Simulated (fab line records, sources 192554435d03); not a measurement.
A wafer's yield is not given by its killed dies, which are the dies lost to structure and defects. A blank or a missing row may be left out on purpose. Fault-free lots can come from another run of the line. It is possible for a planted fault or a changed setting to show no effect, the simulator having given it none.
fab line records    flow n5-finfet
record: lots: 6  wafers: 18  last-day: 15
route steps=1938 shown BEOL_M13@1711 BEOL_M14@1716
lots that met no fault: taken from a fault-free run of the same line
start-h: hours from the record's opening day to when the first of the lot's shown wafers began    wait-h: hours elapsed since this lot's preceding step    " repeats the value in the row above    L1.1+2: a single row standing in for several wafers    - no value present, or no start provided    * or withheld: withheld    < > ~ a bound
route shown NAME@n: NAME is a module with steps in the file, n the number in the route of the first one    usual: mean/standard deviation of fault-free wafers    same: alike in all rows    chamber/n: place in a boat    sites: readings site by site    _std_site: their standard deviation    _edge_site: mean of outer sites minus mean of inner sites    radius-mm: for every site, how far away it sits from the centre of the wafer    mask NAME#n: copy n    behind: the most recent tool/chamber to have shaped the wafer    hold: cause of the lot's hold/its duration in hours/its outcome    device: whichever transistor did not switch (one of n, p or np)    end of line: at the end of the route, the tests of the same wafers    step lacking rows: just its recipe    killed: dies that structure and defects cost at the first sort, which is not the same as the wafer's yield    map: the dies of a wafer, with x for killed, . for not killed, _ for no die there
set.NAME: setting as actually run; set.NAME@STEP: the setting as run at that earlier step    model.NAME: the simulator's own value behind a step, which no gauge read
lots at some steps of the route; a table a step, a row a wafer
services: when a tool's chamber went out of use (start-h, in hours from the record's first day, below 0 if earlier), for how many hours, and the reason
== steps ==
step: N5_BEOL_M13_THK_MEAS_50
recipe: thk-meas-gauge: xrf  reads: Cu_of_BEOL_M13_ECD_47
usual: M13_THK: 427/9.1
lot.wafer  tool           chamber  start-h  wait-h  M13_THK[nm]
L894.2     film-metro-01  -        249.89   -       432
L894.3     "              -        "        "       438
L894.6     "              -        "        "       440
L896.1     film-metro-02  -        271.98   -       439
L896.2     "              -        "        "       415
L896.5     "              -        "        "       438
L906.2     film-metro-01  -        333.61   -       432
L906.3     "              -        "        "       418
L906.6     "              -        "        "       437
L909.1     film-metro-01  -        341.14   -       422
L909.2     "              -        "        "       442
L909.4     "              -        "        "       430
L911.1     film-metro-02  -        342.14   -       434
L911.2     "              -        "        "       424
L911.6     "              -        "        "       426
L908.1     film-metro-01  -        342.40   -       448
L908.3     "              -        "        "       439
L908.5     "              -        "        "       432
step: N5_BEOL_M13_PRE_CLEAN_52
recipe: gas: NH3  time-s: 15  temp-c: withheld  rf-power-w: 300
step: N5_BEOL_M13_DEP_53
recipe: material: SiCN  target-thk-a: 500  temp-c: withheld  precursor: 3MS/NH3  pressure-torr: 3  rf-w: 675  time-s: 17.8
usual: showerhead-plenum-p-Torr: 4.16/0.031  throttle-valve-pct: 17.8/1
lot.wafer  tool      chamber  start-h  wait-h  showerhead-plenum-p-Torr  throttle-valve-pct
L894.2     pecvd-03  1        249.95   0.0     4.20                      18.4
L894.3     "         0        "        "       4.18                      16.8
L894.6     "         1        "        "       4.21                      18.5
L896.1     pecvd-02  0        272.04   0.0     4.16                      18.9
L896.2     "         1        "        "       4.14                      19.2
L896.5     "         0        "        "       4.15                      19.1
L906.2     pecvd-01  1        333.68   0.0     4.12                      17.5
L906.3     "         2        "        "       4.10                      16.8
L906.6     "         1        "        "       4.12                      17.6
L909.1     pecvd-03  1        341.21   0.0     4.21                      18.3
L909.2     "         2        "        "       4.18                      17.3
L909.4     "         1        "        "       4.20                      18.4
L911.1     pecvd-01  2        342.20   0.0     4.10                      16.9
L911.2     "         0        "        "       4.20                      18.2
L911.6     "         2        "        "       4.09                      16.8
L908.1     pecvd-03  0        342.47   0.0     4.18                      16.9
L908.3     "         1        "        "       4.20                      18.3
L908.5     "         0        "        "       4.18                      16.6
step: N5_BEOL_M13_RS_MEAS_54
recipe: thk-meas-gauge: four-point-probe  reads: Cu_of_BEOL_M13_ECD_47+Ta_of_BEOL_M13_SPUTTER_44+TaN_of_BEOL_M13_SPUTTER_43
usual: M13_RS: 0.0450/0.00083
lot.wafer  tool           chamber  start-h  wait-h  M13_RS[ohm/sq]
L894.2     film-metro-02  -        250.02   0.1     0.0449
L894.3     "              -        "        "       0.0442
L894.6     "              -        "        "       0.0442
L896.1     film-metro-02  -        272.11   0.0     0.0435
L896.2     "              -        "        "       0.0459
L896.5     "              -        "        "       0.0436
L906.2     film-metro-01  -        333.74   0.1     0.0445
L906.3     "              -        "        "       0.0459
L906.6     "              -        "        "       0.0438
L909.1     film-metro-01  -        341.27   0.0     0.0461
L909.2     "              -        "        "       0.0440
L909.4     "              -        "        "       0.0453
L911.1     film-metro-01  -        342.26   0.0     0.0445
L911.2     "              -        "        "       0.0455
L911.6     "              -        "        "       0.0455
L908.1     film-metro-01  -        342.53   0.0     0.0436
L908.3     "              -        "        "       0.0445
L908.5     "              -        "        "       0.0453
step: N5_BEOL_M13_INSPECT_55
recipe: inspect-instrument: darkfield  mode: post-dep
usual: raw-defect-count: 67/20
lot.wafer  tool               chamber  start-h  wait-h  raw-defect-count
L894.2     defect-inspect-02  -        250.05   0.0     51
L894.3     "                  -        "        "       43
L894.6     "                  -        "        "       36
L896.1     defect-inspect-02  -        272.13   0.0     65
L896.2     "                  -        "        "       49
L896.5     "                  -        "        "       59
L906.2     defect-inspect-01  -        333.77   0.0     64
L906.3     "                  -        "        "       44
L906.6     "                  -        "        "       73
L909.1     defect-inspect-02  -        341.30   0.0     76
L909.2     "                  -        "        "       102
L909.4     "                  -        "        "       93
L911.1     defect-inspect-02  -        342.29   0.0     74
L911.2     "                  -        "        "       62
L911.6     "                  -        "        "       68
L908.1     defect-inspect-01  -        342.56   0.0     53
L908.3     "                  -        "        "       41
L908.5     "                  -        "        "       45
step: N5_BEOL_M14_ILD_DEP_00
recipe: material: SiO2  target-thk-a: 11193  temp-c: 400  precursor: TEOS/O2  pressure-torr: 6.5  rf-w: 900  teos-flow-sccm: 161.4  gas: O2  flow-sccm: 2650  time-s: 237.4
usual: heater-power-w: 643/100  showerhead-plenum-p-Torr: 8.33/0.051  throttle-valve-pct: 18.7/1
lot.wafer  tool      chamber  start-h  wait-h  heater-power-w  showerhead-plenum-p-Torr  throttle-valve-pct
L894.2     pecvd-04  0        250.08   0.0     737             8.35                      18.9
L894.3     "         2        "        "       598             8.32                      20.4
L894.6     "         2        "        "       662             8.31                      20.1
L896.1     pecvd-01  0        272.17   0.0     524             8.43                      18.2
L896.2     "         1        "        "       808             8.29                      18.2
L896.5     "         0        "        "       584             8.43                      18.7
L906.2     pecvd-02  0        333.81   0.0     550             8.35                      19.8
L906.3     "         1        "        "       555             8.32                      19.6
L906.6     "         2        "        "       499             8.35                      17.3
L909.1     pecvd-02  1        341.34   0.0     461             8.32                      19.7
L909.2     "         2        "        "       616             8.33                      17.0
L909.4     "         1        "        "       511             8.34                      19.4
L911.1     pecvd-02  2        342.33   0.0     639             8.34                      17.1
L911.2     "         0        "        "       599             8.35                      19.6
L911.6     "         2        "        "       654             8.36                      17.0
L908.1     pecvd-01  2        342.60   0.0     661             8.24                      17.3
L908.3     "         1        "        "       763             8.29                      18.2
L908.5     "         1        "        "       834             8.27                      18.0
step: N5_BEOL_M14_THK_MEAS_01
recipe: reads: SiO2_of_BEOL_M14_ILD_DEP_00
usual: M14_ILD_THK: 1116/16
lot.wafer  tool           chamber  start-h  wait-h  M14_ILD_THK[nm]
L894.2     film-metro-02  -        250.27   0.1     1107
L894.3     "              -        "        "       1083
L894.6     "              -        "        "       1121
L896.1     film-metro-02  -        272.36   0.1     1115
L896.2     "              -        "        "       1109
L896.5     "              -        "        "       1115
L906.2     film-metro-01  -        334.00   0.1     1131
L906.3     "              -        "        "       1133
L906.6     "              -        "        "       1127
L909.1     film-metro-01  -        341.52   0.1     1129
L909.2     "              -        "        "       1115
L909.4     "              -        "        "       1159
L911.1     film-metro-01  -        342.52   0.1     1107
L911.2     "              -        "        "       1123
L911.6     "              -        "        "       1119
L908.1     film-metro-02  -        342.78   0.1     1103
L908.3     "              -        "        "       1105
L908.5     "              -        "        "       1122
step: N5_BEOL_M14_COAT_58
recipe: resist: BARC  temp-c: 205  time-s: 60  spin-rpm: 1500  resist-thk-nm: 89
step: N5_BEOL_M14_COAT_04
recipe: spin-rpm: 1704  resist-thk-nm: 800
step: N5_BEOL_M14_EBR_06
recipe: solvent: PGMEA  ebr-width-mm: 1.5
step: N5_BEOL_M14_SOFTBAKE_05
recipe: temp-c: 130  time-s: 60
step: N5_BEOL_M14_EXPOSE_07
recipe: mask-id: V13  na: 0.8  source-shape: annular  sigma-inner: 0.5  sigma-outer: 0.8  polarization: unpolarized  attpsm-phase-deg: 180  dose-mj: 57
step: N5_BEOL_M14_PEB_08
recipe: peb-temp-c: 130  peb-time-s: 90
usual: chill-plate-temp-C: 22.99/0.11  exhaust-pa: 45.2/0.84  resist-line-temp-C: 23.02/0.1
lot.wafer  tool            chamber  start-h  wait-h  chill-plate-temp-C  exhaust-pa  resist-line-temp-C
L894.2     litho-track-01  0        250.59   0.0     23.07               43.4        22.96
L894.3     "               0        "        "       22.97               44.9        23.00
L894.6     "               0        "        "       23.00               45.0        22.82
L896.1     litho-track-03  0        272.68   0.1     22.81               44.6        22.94
L896.2     "               0        "        "       22.97               44.8        23.00
L896.5     "               0        "        "       23.09               45.2        22.97
L906.2     litho-track-04  -        334.19   0.0     -                   -           -
L906.3     "               -        "        "       -                   -           -
L906.6     "               -        "        "       -                   -           -
L909.1     litho-track-03  0        341.84   0.1     23.01               45.5        22.80
L909.2     "               0        "        "       22.77               46.3        22.98
L909.4     "               0        "        "       22.91               44.3        23.15
L911.1     litho-track-04  0        342.83   0.1     22.92               46.2        22.91
L911.2     "               0        "        "       22.95               44.5        23.07
L911.6     "               0        "        "       23.22               47.6        23.03
L908.1     litho-track-01  -        343.10   0.1     -                   -           -
L908.3     "               -        "        "       -                   -           -
L908.5     "               -        "        "       -                   -           -
step: N5_BEOL_M14_DEVELOP_09
recipe: develop-time-s: 45  rinse-liquid: diw  dry: air-spin  dev-temp-c: 21
== services ==
tool      chamber  start-h  hours  kind
pecvd-01  1        233.27   5.5    scheduled-down
pecvd-02  0        251.39   5.1    repair
pecvd-01  0        279.00   2.1    scheduled-down
pecvd-04  1        287.78   2.1    scheduled-down
pecvd-01  -        297.19   1.4    repair
pecvd-01  1        314.37   13.0   repair
== key ==
first-sign: step: N5_BEOL_M14_PEB_08  reading: tool-record  direction: missing
effect none on later readings
met-at N5_BEOL_M14_PEB_08
struck-wafers L906.2,L906.3,L906.6,L908.1,L908.3,L908.5
later-rows-left-out L906.2,L906.3,L906.6,L908.1,L908.3,L908.5
sort-left-out L906.2,L906.3,L906.6,L908.1,L908.3,L908.5
onset-between 250.59 334.19
fault: kind: skipped-step-whole  tool: litho-track-01,litho-track-04  chamber: -  onset-h: 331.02  steps: N5_BEOL_M14_PEB_08  scope: struck-lots-only
sort-left-out: the simulated sort isn't trusted on such a fault, so these wafers' sort isn't shown, and their yield isn't known
later-rows-left-out: the simulator's readings of these wafers behind a module that went badly wrong aren't trusted and aren't shown, but for the sort
